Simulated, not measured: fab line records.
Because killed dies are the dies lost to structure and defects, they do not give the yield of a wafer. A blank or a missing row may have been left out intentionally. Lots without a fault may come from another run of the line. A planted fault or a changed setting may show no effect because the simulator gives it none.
fab line records	flow n5_finfet
record lots=10	wafers=30	last_day=18
route steps=1938 shown BEOL_M15@1809 MIM_TOP@1834 MIM_TOP_LITHO@1849 MIM_BOT_LITHO@1862 PASSIVATION@1936
lots with no fault: from the same line, run without faults
start_h: hours from the record's opening day to when the first of the lot's shown wafers began	wait_h: how many hours have passed since the lot's step before this one	" same as the row above	L1.1+2: a single row standing in for several wafers	- no value, or no start given	* or withheld: withheld	< > ~ a bound
route shown NAME@n: a module of which the file shows steps, and the number in the route of the first	usual: the fault-free wafers' mean and standard deviation	same: alike in all rows	chamber/n: place in a boat	sites: the reading at each site	_std_site: the values' standard deviation	_edge_site: inner sites' mean taken away from outer sites' mean	radius_mm: for every site, how far away it sits from the centre of the wafer	mask NAME#n: copy n	behind: the most recent tool/chamber to have shaped the wafer	hold: what put the lot on hold/how long, in hours/how the hold closed	device: transistor that didn't switch, given as n, p or np	end of line: the tests these same wafers got at the end of their route	for a step that has no rows: nothing shown but its recipe	killed: at the first sort, the dies lost to defects and structure; wafer yield is something else	map: the dies of a wafer, with x for killed, . for not killed, _ for no die there
set.NAME: setting as actually run; set.NAME@STEP: the setting as run at that earlier step	model.NAME: the simulator's own value behind a step, which no gauge read
the route's steps for a sample of lots (tables are steps, rows are wafers)
services: when a tool's chamber went out of use (start_h, in hours from the record's first day, below 0 if earlier), for how many hours, and the reason
## steps
# step N5_BEOL_M15_TRENCH_ETCH_34
# recipe chemistry=C4F8/O2/Ar	target=SiO2	target_depth_a=8729.3	he_inner_torr=15	he_outer_torr=30	time_s=199	ion_energy_ev=800	pressure_mtorr=20	source_w=1905	bias_w=2040	Ar_flow_sccm=400	C4F8_flow_sccm=16	O2_flow_sccm=12
# usual drypump_motor_current_A=5.7/0.49	oes_product_au=0.80/0.097	rf_vpp_V=2226/25	showerhead_plenum_p_Torr=3.44/0.14	throttle_valve_pct=30.91/0.25
lot.wafer	tool	chamber	start_h	wait_h	drypump_motor_current_A	oes_product_au	rf_hours_counter_h	rf_vpp_V	showerhead_plenum_p_Torr	throttle_valve_pct
L573.2	rie_diel-06	2	288.17	0.0	4.8	0.87	46	2224	3.62	30.74
L573.4	"	1	"	"	5.6	0.76	-	2239	3.17	30.70
L573.6	"	2	"	"	4.8	0.87	-	2226	3.62	30.75
L575.1	rie_diel-01	0	294.57	0.0	6.2	0.68	231	2209	3.26	31.30
L575.3	"	3	"	"	5.9	0.99	3	2268	3.40	30.69
L575.5	"	2	"	"	5.1	0.74	-	2218	3.60	31.28
L574.2	rie_diel-01	1	307.89	0.0	6.4	0.73	204	2231	3.39	30.92
L574.3	"	3	"	"	6.0	0.97	8	2269	3.40	30.70
L574.6	"	2	"	"	5.1	0.75	-	2220	3.60	31.28
L578.3	rie_diel-04	2	313.92	0.0	5.9	0.79	97	2171	3.45	30.68
L578.4	"	1	"	"	5.4	0.99	4	2261	3.50	31.26
L578.5	"	2	"	"	5.9	0.80	-	2171	3.45	30.67
L577.2	rie_diel-06	0	317.88	0.0	5.6	0.70	234	2207	3.51	31.02
L577.3	"	1	"	"	5.5	0.73	169	2238	3.16	30.70
L577.5	"	3	"	"	6.2	0.90	-	2208	3.37	30.74
L584.4	rie_diel-01	3	351.64	0.1	5.9	0.94	-	2266	3.39	30.71
L584.5	"	2	"	"	5.1	0.73	-	2220	3.59	31.28
L584.6	"	1	"	"	6.4	0.72	-	2230	3.38	30.94
L587.1	rie_diel-06	1	373.15	0.0	5.5	0.72	187	2236	3.15	30.71
L587.2	"	3	"	"	6.2	0.86	38	2204	3.36	30.79
L587.6	"	1	"	"	5.5	0.71	-	2238	3.15	30.69
L589.1	rie_diel-01	1	376.37	0.0	6.4	0.71	227	2230	3.38	30.94
L589.5	"	3	"	"	5.9	0.91	-	2267	3.39	30.72
L589.6	"	0	"	"	6.2	0.98	-	2246	3.65	30.97
L588.1	rie_diel-06	3	377.64	0.0	6.2	0.86	40	2204	3.36	30.80
L588.4	"	1	"	"	5.5	0.72	-	2238	3.15	30.71
L588.5	"	2	"	"	4.8	0.83	-	2222	3.60	30.78
L592.1	rie_diel-06	0	410.83	0.0	5.6	0.93	10	2207	3.50	30.86
L592.3	"	1	"	"	5.5	0.72	195	2237	3.15	30.71
L592.5	"	2	"	"	4.8	0.82	-	2224	3.60	30.78
# step N5_BEOL_M15_STRIP_37
# recipe chemistry=O2	power_w=600	temp_c=60	pressure_mtorr=30	rf_frequency_hz=6e+07	bias_power_w=0	overash_fraction=0.3	o2_flow_sccm=225
# usual drypump_motor_current_A=5.7/0.46	oes_product_au=0.81/0.091	rf_vpp_V=3.6/0.66	showerhead_plenum_p_Torr=2.11/0.088	temp_c=60.00/0.12	throttle_valve_pct=16.66/0.24
lot.wafer	tool	chamber	start_h	wait_h	drypump_motor_current_A	oes_product_au	rf_hours_counter_h	rf_vpp_V	showerhead_plenum_p_Torr	temp_c	throttle_valve_pct
L573.2	rie_diel-06	2	-	-	4.8	0.86	46	5.0	2.21	59.96	16.48
L573.4	"	1	"	"	5.6	0.75	-	3.4	1.91	59.97	16.47
L573.6	"	2	"	"	4.8	0.86	-	2.7	2.21	59.75	16.48
L575.1	rie_diel-04	0	-	-	5.3	0.72	214	3.3	2.17	59.95	16.88
L575.3	"	2	"	"	5.9	0.80	92	3.8	2.13	59.96	16.66
L575.5	"	2	"	"	5.9	0.81	-	3.5	2.13	60.01	16.66
L574.2	rie_diel-01	2	-	-	5.1	0.74	176	3.5	2.16	59.90	16.77
L574.3	"	0	"	"	6.2	0.67	236	3.7	1.98	59.88	17.09
L574.6	"	2	"	"	5.1	0.73	-	3.4	2.16	59.93	16.75
L578.3	rie_diel-06	3	-	-	6.2	0.91	20	2.7	2.07	59.88	16.53
L578.4	"	2	"	"	4.8	0.85	55	3.7	2.21	60.04	16.49
L578.5	"	0	"	"	5.6	0.71	-	4.2	2.15	59.98	17.00
L577.2	rie_diel-06	2	-	-	4.8	0.84	57	4.7	2.20	60.02	16.47
L577.3	"	3	"	"	6.2	0.90	22	3.1	2.07	59.74	16.56
L577.5	"	3	"	"	6.2	0.90	-	3.8	2.07	59.96	16.53
L584.4	rie_diel-04	0	-	-	5.3	0.71	-	3.4	2.16	60.09	16.93
L584.5	"	2	"	"	5.9	0.78	-	4.6	2.13	60.09	16.71
L584.6	"	3	"	"	6.0	0.88	-	3.3	2.13	60.09	16.27
L587.1	rie_diel-06	2	-	-	4.8	0.84	72	3.1	2.20	59.94	16.52
L587.2	"	1	"	"	5.5	0.72	187	4.3	1.90	59.88	16.51
L587.6	"	2	"	"	4.8	0.82	-	3.9	2.20	59.84	16.53
L589.1	rie_diel-01	0	-	-	6.2	0.99	1	3.1	2.23	60.18	16.61
L589.5	"	0	"	"	6.2	0.99	-	3.6	2.24	60.21	16.61
L589.6	"	1	"	"	6.4	0.71	-	2.8	2.08	60.10	17.02
L588.1	rie_diel-06	0	-	-	5.6	0.97	1	3.7	2.15	60.04	16.58
L588.4	"	1	"	"	5.5	0.72	191	2.8	1.90	60.11	16.51
L588.5	"	3	"	"	6.1	0.86	-	3.1	2.06	59.95	16.57
L592.1	rie_diel-06	2	-	-	4.8	0.81	85	4.2	2.19	59.92	16.55
L592.3	"	0	"	"	5.6	0.94	11	3.8	2.14	60.11	16.59
L592.5	"	3	"	"	6.2	0.85	-	3.5	2.06	60.14	16.60
# step N5_MIM_TOP_ALD_00
# recipe material=Al2O3	target_thk_a=*	temp_c=withheld	ald_precursor_family=TMA	ald_co_reactant=O3	pulse_time_s=withheld	purge_time_s=3	co_reactant_purge_time_s=withheld	co_reactant_pulse_time_s=3	ald_cycles=withheld
# usual precursor_pulse_height_rel=0.998/0.02
lot.wafer	tool	chamber	start_h	wait_h	precursor_pulse_height_rel
L573.2	ald_hk-01	3	294.23	0.1	0.975
L573.4	"	2	"	"	1.027
L573.6	"	3	"	"	1.033
L575.1	ald_hk-01	1	302.88	0.1	0.959
L575.3	"	2	"	"	1.012
L575.5	"	1	"	"	0.978
L574.2	ald_hk-03	2	313.37	0.1	0.989
L574.3	"	1	"	"	1.012
L574.6	"	2	"	"	0.962
L578.3	ald_hk-02	3	320.77	0.1	0.981
L578.4	"	1	"	"	0.994
L578.5	"	0	"	"	1.025
L577.2	ald_hk-02	0	326.44	0.1	1.025
L577.3	"	2	"	"	0.992
L577.5	"	1	"	"	0.965
L584.4	ald_hk-02	0	366.43	0.1	0.998
L584.5	"	2	"	"	0.975
L584.6	"	1	"	"	1.013
L587.1	ald_hk-02	1	379.35	0.1	1.012
L587.2	"	2	"	"	1.000
L587.6	"	3	"	"	0.962
L589.1	ald_hk-03	2	383.41	0.1	1.008
L589.5	"	0	"	"	1.042
L589.6	"	1	"	"	1.026
L588.1	ald_hk-02	1	387.38	0.1	0.975
L588.4	"	2	"	"	1.012
L588.5	"	1	"	"	1.026
L592.1	ald_hk-03	0	418.27	0.1	1.005
L592.3	"	2	"	"	0.983
L592.5	"	2	"	"	1.003
# step N5_MIM_TOP_LITHO_INSPECT_12
# recipe mode=adi	inspect_instrument=macro
# usual raw_defect_count=2.1/1.6
lot.wafer	tool	chamber	start_h	wait_h	raw_defect_count
L573.2	defect_inspect-01	-	295.29	0.0	1
L573.4	"	-	"	"	0
L573.6	"	-	"	"	1
L575.1	defect_inspect-01	-	304.37	0.0	2
L575.3	"	-	"	"	5
L575.5	"	-	"	"	2
L574.2	defect_inspect-02	-	315.59	0.0	2
L574.3	"	-	"	"	3
L574.6	"	-	"	"	5
L578.3	defect_inspect-01	-	322.43	0.0	2
L578.4	"	-	"	"	1
L578.5	"	-	"	"	1
L577.2	defect_inspect-01	-	329.84	0.0	0
L577.3	"	-	"	"	1
L577.5	"	-	"	"	3
L584.4	defect_inspect-01	-	367.99	0.0	3
L584.5	"	-	"	"	4
L584.6	"	-	"	"	3
L587.1	defect_inspect-01	-	383.17	0.0	2
L587.2	"	-	"	"	>300
L587.6	"	-	"	"	2
L589.1	defect_inspect-02	-	387.21	0.0	3
L589.5	"	-	"	"	2
L589.6	"	-	"	"	0
L588.1	defect_inspect-01	-	389.05	0.0	1
L588.4	"	-	"	"	>300
L588.5	"	-	"	"	4
L592.1	defect_inspect-01	-	419.40	0.0	6
L592.3	"	-	"	"	2
L592.5	"	-	"	"	1
# step N5_MIM_BOT_LITHO_CD_MEAS_08
# recipe target_cd_nm=3000	landing_energy_ev=500	detector=se_inlens	polarity=opening
# usual cd_nm=2999.6/1.7
lot.wafer	tool	chamber	start_h	wait_h	cd_nm
L573.2	cd_sem-01	0	296.27	-	3003.0
L573.4	"	0	"	"	2999.0
L573.6	"	0	"	"	3000.5
L575.1	cd_sem-02	0	305.17	-	3000.1
L575.3	"	0	"	"	3000.7
L575.5	"	0	"	"	3001.4
L574.2	cd_sem-02	0	316.42	-	2998.3
L574.3	"	0	"	"	2999.6
L574.6	"	0	"	"	3002.6
L578.3	cd_sem-02	0	323.36	-	3001.7
L578.4	"	0	"	"	3000.2
L578.5	"	0	"	"	2999.1
L577.2	cd_sem-01	0	330.89	-	3000.2
L577.3	"	0	"	"	3000.6
L577.5	"	0	"	"	3000.1
L584.4	cd_sem-01	0	369.02	-	3001.1
L584.5	"	0	"	"	2999.9
L584.6	"	0	"	"	3000.3
L587.1	cd_sem-01	0	384.23	-	2998.2
L587.2	"	0	"	"	2996.7
L587.6	"	0	"	"	2998.9
L589.1	cd_sem-02	0	388.39	-	2997.9
L589.5	"	0	"	"	2999.8
L589.6	"	0	"	"	3001.1
L588.1	cd_sem-02	0	389.95	-	2997.3
L588.4	"	0	"	"	2998.1
L588.5	"	0	"	"	2999.1
L592.1	cd_sem-03	0	420.22	-	3003.2
L592.3	"	0	"	"	3001.9
L592.5	"	0	"	"	3000.6
# step N5_PASSIVATION_PROBE_49
# usual defect_limited_yield=91.3/1.3	killed_at_M0_to_M3=35/9.3	killed_at_M4_up=14/5.2	killed_at_contacts=12/5.9	killed_at_front_end=38/11	killed_at_other=4/3.7	killed_dies=103/15	killed_on_rim=14/4	killed_open=67/12	killed_short=34/8	sort_bin_5_function=5.1/0.88	sort_bin_6_memory=3.3/0.65	sort_n_pass=1077/15	sort_yield_pct=91.3/1.3
# same gross_dies=1180	killed_at_back_side=0	sort_bin_4_leakage[%]=0	sort_bin_8_speed[%]=0
lot.wafer	tool	chamber	start_h	wait_h	defect_limited_yield[%]	killed_at_M0_to_M3	killed_at_M4_up	killed_at_contacts	killed_at_front_end	killed_at_other	killed_dies	killed_on_rim	killed_open	killed_short	sort_bin_5_function[%]	sort_bin_6_memory[%]	sort_n_pass	sort_yield_pct[%]
L577.2	prober-02	-	341.97	0.1	89.9	39	21	15	44	0	119	14	92	27	6.8	2.9	1061	89.9
L577.3	prober-02	-	342.02	0.1	89.7	47	21	7	30	16	121	17	79	40	5.5	4.6	1059	89.7
L577.5	prober-02	-	342.12	0.2	92.0	39	16	6	27	6	94	16	56	35	4.8	3.0	1086	92.0
L587.1	prober-02	-	394.32	0.0	90.2	33	14	14	47	8	116	19	81	33	5.7	3.7	1064	90.2
L587.2	prober-02	-	394.37	0.1	86.5	28	10	13	49	59	159	25	72	32	7.5	4.1	1021	86.5
L587.6	prober-02	-	394.57	0.3	89.9	42	19	12	39	7	119	21	88	28	6.4	3.4	1061	89.9
L588.1	prober-02	-	399.63	0.6	92.3	26	15	13	34	3	91	11	50	41	4.2	3.1	1089	92.3
L588.4	prober-02	-	399.78	0.7	85.7	35	15	8	46	65	169	34	57	48	8.6	4.2	1011	85.7
L588.5	prober-02	-	399.83	0.8	90.0	39	13	9	57	0	118	14	66	51	5.3	4.4	1062	90.0
# killed by level:class
L577.2 MOL_CONTACT_COAG:geometric_particle:open=14 FIN_SAQP:geometric_particle:open=13 BEOL_M4:geometric_particle:open=11 STI_FIN_REVEAL:geometric_particle:open=9 BEOL_M3:geometric_particle:open=8 BEOL_M0_SAQP:geometric_particle:open=8 FIN_SAQP:geometric_particle:short=7 BEOL_M0_SAQP:geometric_particle:short=6
L577.3 BEOL_M0_SAQP:geometric_particle:short=11 BEOL_M0_SAQP:geometric_particle:open=11 BEOL_M2:geometric_particle:open=11 BEOL_M4:geometric_particle:open=9 STI_FIN_REVEAL:geometric_particle:open=8 FIN_SAQP:geometric_particle:open=7 MOL_CONTACT_COAG:geometric_particle:open=7 BEOL_M0:geometric_particle:open=6
L577.5 BEOL_M0_SAQP:geometric_particle:short=9 BEOL_M0_SAQP:geometric_particle:open=8 BEOL_M3:geometric_particle:open=7 MOL_CONTACT_COAG:geometric_particle:open=5 BEOL_M3:geometric_particle:short=5 BEOL_M4:geometric_particle:open=5 BEOL_M5:geometric_particle:open=5 FIN_SAQP:geometric_particle:open=4
L587.1 MOL_CONTACT_COAG:geometric_particle:open=10 FIN_SAQP:geometric_particle:open=9 STI_FIN_REVEAL:geometric_particle:open=9 DUMMY_GATE:geometric_particle:open=9 BEOL_M0:geometric_particle:open=8 BEOL_M0_SAQP:geometric_particle:open=6 BEOL_M2:geometric_particle:open=5 BEOL_M4:geometric_particle:open=5
L587.2 MIM_TOP:unspecified=54 STI_FIN_REVEAL:geometric_particle:open=16 BEOL_M2:geometric_particle:open=10 MOL_CONTACT_COAG:geometric_particle:open=9 DUMMY_GATE:geometric_particle:open=8 FIN_SAQP:geometric_particle:short=5 GATE_CUT:geometric_particle:short=4 MOL_CONTACT_COAG:geometric_particle:short=4
L587.6 BEOL_M0_SAQP:geometric_particle:open=14 DUMMY_GATE:geometric_particle:open=11 MOL_CONTACT_COAG:geometric_particle:open=10 STI_FIN_REVEAL:geometric_particle:open=8 BEOL_M5:geometric_particle:open=7 FIN_SAQP:geometric_particle:open=6 BEOL_M2:geometric_particle:open=6 BEOL_M3:geometric_particle:open=5
L588.1 BEOL_M0_SAQP:geometric_particle:short=11 FIN_SAQP:geometric_particle:open=10 MOL_CONTACT_COAG:geometric_particle:open=10 FIN_SAQP:geometric_particle:short=6 GATE_CUT:geometric_particle:short=5 BEOL_M0_SAQP:geometric_particle:open=5 BEOL_M4:geometric_particle:short=5 BEOL_M4:geometric_particle:open=5
L588.4 MIM_TOP:unspecified=62 BEOL_M0_SAQP:geometric_particle:short=12 BEOL_M4:geometric_particle:open=12 FIN_SAQP:geometric_particle:short=10 GATE_CUT:geometric_particle:short=10 BEOL_M2:geometric_particle:open=8 GATE_CUT:geometric_particle:open=6 MOL_CONTACT_COAG:geometric_particle:open=6
L588.5 FIN_SAQP:geometric_particle:short=19 BEOL_M0_SAQP:geometric_particle:open=14 BEOL_M0_SAQP:geometric_particle:short=12 STI_FIN_REVEAL:geometric_particle:open=9 FIN_SAQP:geometric_particle:open=7 MOL_CONTACT_COAG:geometric_particle:open=7 BEOL_M3:geometric_particle:open=6 STI_FIN_REVEAL:geometric_particle:short=4
## services
tool	chamber	start_h	hours	kind
rie_diel-04	1	273.24	-	clean
rie_diel-06	0	287.07	4.0	repair
rie_diel-01	1	288.75	1.8	repair
ald_hk-02	-	300.51	8.7	pm
ald_hk-03	-	324.71	0.8	repair
rie_diel-01	2	333.70	4.4	repair
ald_hk-01	-	336.89	8.7	pm
rie_diel-01	3	341.29	5.2	repair
rie_diel-01	0	349.68	-	clean
rie_diel-01	0	349.68	-	consumable_replace:focus_ring
rie_diel-01	0	349.68	-	consumable_replace:showerhead
rie_diel-01	0	349.68	23.9	scheduled_down
rie_diel-01	0	349.68	23.9	vent_cycle
rie_diel-01	1	352.93	1.8	repair
rie_diel-04	1	357.76	5.1	repair
rie_diel-06	0	368.32	-	clean
rie_diel-06	0	368.32	-	consumable_replace:focus_ring
rie_diel-06	0	368.32	10.8	scheduled_down
rie_diel-06	0	368.32	10.8	vent_cycle
ald_hk-03	-	370.86	8.7	pm
rie_diel-06	2	387.16	5.1	repair
rie_diel-06	1	390.05	9.0	repair
ald_hk-02	-	391.50	2.8	pm
ald_hk-02	-	411.88	0.8	repair
## key
first_sign step=N5_MIM_TOP_LITHO_INSPECT_12	reading=raw_defect_count	direction=up	sigmas=99+	usual=2.1	struck=>300
effect step=N5_PASSIVATION_PROBE_49	reading=killed_at_other	direction=up	sigmas=16	usual=4	struck=62
more_kills_born_at N5_MIM_TOP_ALD_00@ald_hk-02=116
met_at N5_MIM_TOP_ALD_00
struck_lots L587,L588
struck_wafers L587.2,L588.4
not_acting_at N5_BEOL_M15_TRENCH_ETCH_34,N5_BEOL_M15_STRIP_37,N5_MIM_BOT_LITHO_CD_MEAS_08
onset_between 366.43 379.35
fault kind=chamber_particle_source	tool=ald_hk-02	chamber=2	onset_h=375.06	steps=N5_MIM_TOP_ALD_00	rate_per_visit_cm2=0.66866	end_h=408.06
